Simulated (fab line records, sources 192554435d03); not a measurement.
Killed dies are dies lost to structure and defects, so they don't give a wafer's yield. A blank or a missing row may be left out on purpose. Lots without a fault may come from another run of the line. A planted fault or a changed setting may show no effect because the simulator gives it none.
A struck lot beside a sound one | flow n5_finfet | 17 steps out of a route of 1938
Sound: wafers L721.1, L721.5, L721.6. Struck: wafer L719.3. (L719.5 of the same lot was not struck and is left out.) The cause comes at the end.
At each step with rows: each side's tool, then ch and its chambers, then its first start. Under that, the readings that differ: sound wafers | struck wafers | difference of the means | sigmas: that difference in standard deviations of wafers without a fault.
alike: readings whose means differ by less than 2 such deviations, and words and numbers that are the same on both sides. not compared: withheld readings, readings that some wafer has no value for, bounds like >300 that may hide the same value, and numbers for which the record gives no deviation and whose values overlap.
The two part at a step that has a row with sigmas, a row that says differs or no value, or rows on one side only. Numbers that don't overlap but have no deviation are shown without sigmas and don't part them. A reading that every wafer of one side lacks parts them only if that side has two wafers or more.

N5_FIN_SAQP_INSPECT_18: inspects for defects (brightfield).
  sound on defect_inspect-02, day 6 15:36; struck on defect_inspect-01, day 6 03:43
  alike: raw_defect_count
N5_FIN_SAQP_DESCUM_21: chemistry O2, time 7.9 s.
  sound on rie_diel-03 ch 0,1,2, day 6 15:44; struck on rie_diel-01 ch 2, day 6 03:45
  alike: drypump_motor_current_A, o2_flow_sccm, oes_product_au, rf_vpp_V, showerhead_plenum_p_Torr, throttle_valve_pct
  not compared: rf_hours_counter_h
then, 6 steps without rows for these wafers: N5_FIN_SAQP_ETCH_51 (etches SiARC in CF4, target depth 45.5 nm, time 75.8 s); N5_FIN_SAQP_ETCH_52 (etches SOC in N2/H2, target depth 100 nm, overetch 20 nm, time 150 s); N5_FIN_SAQP_STRIP_53 (strips in N2/H2); N5_FIN_SAQP_HM_OPEN_73 (chemistry CHF3/O2, target SiO2, stops on a-Si, target depth 12 nm, time 16.8 s); N5_FIN_SAQP_STRIP_74 (strips in CHF3/O2); N5_FIN_SAQP_MANDREL_ETCH_22 (etches a-Si in HBr/Cl2, stops on SiNx, target depth 60 nm, bt time 10 s, time 30 s).
N5_FIN_SAQP_STRIP_55: strips in N2/H2.
  sound on rie_diel-04 ch 0,3, day 6 16:14; struck on rie_diel-03 ch 1, day 6 04:08
  reading                         | sound          | struck | difference | sigmas
  showerhead_plenum_p_Torr (Torr) | 3.18 3.30 3.18 | 3.57   | +0.35      | +2
  alike: drypump_motor_current_A, n2_flow_sccm, oes_product_au, rf_vpp_V, throttle_valve_pct
  not compared: rf_hours_counter_h
then, 2 steps without rows for these wafers: N5_FIN_SAQP_STRIP_23 (strips in SPM, time 750 s); N5_FIN_SAQP_SRD_66 (time 30 s).
N5_FIN_SAQP_RECESS_75: chemistry HF/NH3, target SiO2, target depth 14.4 nm, afs cycles 3, sublimation time 60 s.
  sound on vapor_etch-02 ch 0,1, day 6 16:56; struck on vapor_etch-01 ch 1, day 6 04:34
  alike: drypump_motor_current_A
N5_FIN_SAQP_SPACER1_ALD_24: deposits SiO2, target thk 20.3 nm, pulse time 1 s, purge time 2 s.
  sound on ald_sin-01 ch 1,2,3, day 6 18:39; struck on ald_sin-04 ch 2, day 6 04:50
  reading                                           | sound          | struck | difference | sigmas
  ald_cycles                                        | 218 218 218    | 148    | -70        |
  model.SiO2_of_FIN_SAQP_SPACER1_ALD_24.thk_nm (nm) | 20.2 20.2 20.2 | 13.6   | -6.6       |
  alike: heater_power_w, precursor_pulse_height_rel
N5_FIN_SAQP_SPACER1_ETCHBACK_25: etches SiO2 in CHF3/O2, target depth 24.4 nm, time 12.2 s.
  sound on rie_diel-03 ch 0,1,3, day 6 19:32; struck on rie_diel-03 ch 1, day 6 05:34
  alike: drypump_motor_current_A, oes_ar_750_au, oes_f_703_au, oes_product_au, rf_vpp_V, showerhead_plenum_p_Torr, throttle_valve_pct
  not compared: rf_hours_counter_h
N5_FIN_SAQP_MANDREL1_REMOVE_56: chemistry HBr/Cl2/O2, target a-Si, stops on SiNx, bt time 10 s.
  sound on rie_si-04 ch 2,3, day 6 19:38; struck on rie_si-04 ch 1, day 6 05:38
  reading                   | sound             | struck | difference | sigmas
  mfc_cl2_sccm (sccm)       | 79.82 79.87 79.62 | 80.26  | +0.49      | +2
  model.FIN_SAQP.cd_nm (nm) | 20.2 20.2 20.2    | 13.8   | -6.4       |
  alike: drypump_motor_current_A, oes_product_au, throttle_valve_pct
  not compared: rf_hours_counter_h
N5_FIN_SAQP_CD_MEAS_27: target cd 20 nm.
  sound on cd_sem-02 ch 0, day 6 19:44; struck on cd_sem-03 ch 0, day 6 05:46
  reading    | sound             | struck | difference | sigmas
  cd_nm (nm) | 20.13 20.22 20.91 | 13.40  | -7.02      | -31
N5_FIN_SAQP_ETCH_57: etches SiNx in CH3F/O2, target depth 32.5 nm, time 46.4 s.
  sound on rie_diel-04 ch 0,1, day 6 19:50; struck on rie_diel-03 ch 1, day 6 05:48
  reading                     | sound       | struck | difference | sigmas
  drypump_motor_current_A (A) | 5.3 5.0 5.3 | 6.5    | +1.3       | +2
  alike: etch_rf_on_time_s, oes_ar_750_au, oes_f_703_au, oes_product_au, rf_vpp_V, showerhead_plenum_p_Torr, throttle_valve_pct
  not compared: rf_hours_counter_h

WHERE THEY PART
First at N5_FIN_SAQP_STRIP_55; last, within this record, at N5_FIN_SAQP_ETCH_57.

WHY: what the simulator had put in
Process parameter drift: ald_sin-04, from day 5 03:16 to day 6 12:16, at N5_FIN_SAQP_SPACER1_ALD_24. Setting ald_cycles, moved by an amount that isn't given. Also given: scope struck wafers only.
